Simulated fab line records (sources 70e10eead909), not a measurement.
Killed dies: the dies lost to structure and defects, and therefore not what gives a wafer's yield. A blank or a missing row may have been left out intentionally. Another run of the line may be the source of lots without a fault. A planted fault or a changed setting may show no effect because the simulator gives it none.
A lot that was struck, set against a sound lot | flow nand-harc | 14 steps out of a route of 1159
Sound: these wafers, L676.2, L676.4, L676.5. Struck: wafer L674.2; the same lot's L674.5 was not struck, so it is left out; see the end for the cause.
Each step with rows lists, per side, the tool, then ch with its chambers, then its first start. Under that, the readings that differ: sound wafers | struck wafers | difference of the means | sigmas: that difference in standard deviations of wafers without a fault.
alike: same words and numbers on both sides, and readings whose means sit less than 2 such deviations apart. not compared: any withheld reading, any reading some wafer has no value for, any bound like >300 that may hide the same value, and any number with overlapping values for which the record gives no deviation.
The two part at a step that has a row with sigmas, a row that says differs or no value, or rows on one side only. Numbers that don't overlap but have no deviation are shown without sigmas and don't part them. A reading that every wafer of one side lacks parts them only if that side has two wafers or more.

first, 1 step without rows for these wafers: NHARC_A_STAIRCASE_TRIM_14 (chemistry O2, time 211.2 s).
NHARC_A_STAIRCASE_ETCH_15: etches the open film in C4F8/O2, target depth 100 nm, time 40.5 s.
  sound on rie-diel-02 ch 2,3; struck on rie-diel-06 ch 1
  alike: bias-w, oes-product-au, rf-vpp-V, run-length-s
  not compared: rf-hours-counter-h
then, 3 steps without rows for these wafers: NHARC_A_STAIRCASE_TRIM_16 (chemistry O2, time 211.2 s); NHARC_A_STAIRCASE_ETCH_17 (etches the open film in C4F8/O2, target depth 100 nm, time 40.5 s); NHARC_A_STAIRCASE_TRIM_18 (chemistry O2, time 211.2 s).
NHARC_A_STAIRCASE_ETCH_19: etches the open film in C4F8/O2, target depth 100 nm, time 40.5 s.
  sound on rie-diel-02 ch 1,3; struck on rie-diel-06 ch 2
  alike: bias-w, oes-product-au, rf-vpp-V, run-length-s
  not compared: rf-hours-counter-h
then, 2 steps without rows for these wafers: NHARC_A_STAIRCASE_TRIM_20 (chemistry O2, time 211.2 s); NHARC_A_STAIRCASE_ETCH_21 (etches the open film in C4F8/O2, target depth 100 nm, time 40.5 s).
NHARC_A_STAIRCASE_TRIM_22: chemistry O2, time 211.2 s.
  sound on rie-diel-01 ch 0,3; struck on rie-diel-06 ch 2
  alike: drypump-motor-current-A, oes-product-au, rf-vpp-V, showerhead-plenum-p-Torr, throttle-valve-pct
  not compared: rf-hours-counter-h
NHARC_A_STAIRCASE_ETCH_23: etches the open film in C4F8/O2, target depth 100 nm, time 40.5 s.
  sound on rie-diel-01 ch 1,2,3; struck on rie-diel-06 ch 3
  reading          | sound          | struck | difference | sigmas
  bias-w (W)       | 997 996 998    | 1007   | +10        | +3
  run-length-s (s) | 62.6 62.1 62.3 | 61.5   | -0.8       | -2
  alike: oes-product-au, rf-vpp-V
  not compared: rf-hours-counter-h
then, 1 step without rows for these wafers: NHARC_A_STAIRCASE_TRIM_24 (chemistry O2, time 211.2 s).
NHARC_A_STAIRCASE_ETCH_25: etches the open film in C4F8/O2, target depth 100 nm, time 40.5 s.
  sound on rie-diel-01 ch 2,3, day 15 14:46; struck on rie-diel-06 ch 0, day 15 07:45
  reading               | sound             | struck | difference | sigmas
  oes-product-au (a.u.) | 0.933 0.964 0.953 | 0.916  | -0.034     | -3
  run-length-s (s)      | 62.4 61.9 61.8    | 72.2   | +10.2      | +33
  alike: bias-w, rf-vpp-V
  not compared: rf-hours-counter-h
NHARC_A_STAIRCASE_TRIM_26: chemistry O2, time 211.2 s.
  sound on rie-diel-01 ch 2,3; struck on rie-diel-06 ch 1
  reading               | sound             | struck | difference | sigmas
  oes-product-au (a.u.) | 0.998 1.017 1.025 | 0.986  | -0.027     | -2
  alike: drypump-motor-current-A, rf-vpp-V, showerhead-plenum-p-Torr, throttle-valve-pct
  not compared: rf-hours-counter-h
-- break in the record here, with 9 days between the starts of the struck wafers on either side (left off in module A_STAIRCASE, picked up again in module END, where the first step shown is number 1159 on the route) --
NHARC_END_SORT_01:
  here the record holds rows for the struck wafers (prober-01 ch 0, day 24 15:25) but none for the sound ones

== WHERE THEY PART ==
At NHARC_A_STAIRCASE_ETCH_23 first; at NHARC_END_SORT_01 last (within this record only).

WHY: what had been put in by the simulator
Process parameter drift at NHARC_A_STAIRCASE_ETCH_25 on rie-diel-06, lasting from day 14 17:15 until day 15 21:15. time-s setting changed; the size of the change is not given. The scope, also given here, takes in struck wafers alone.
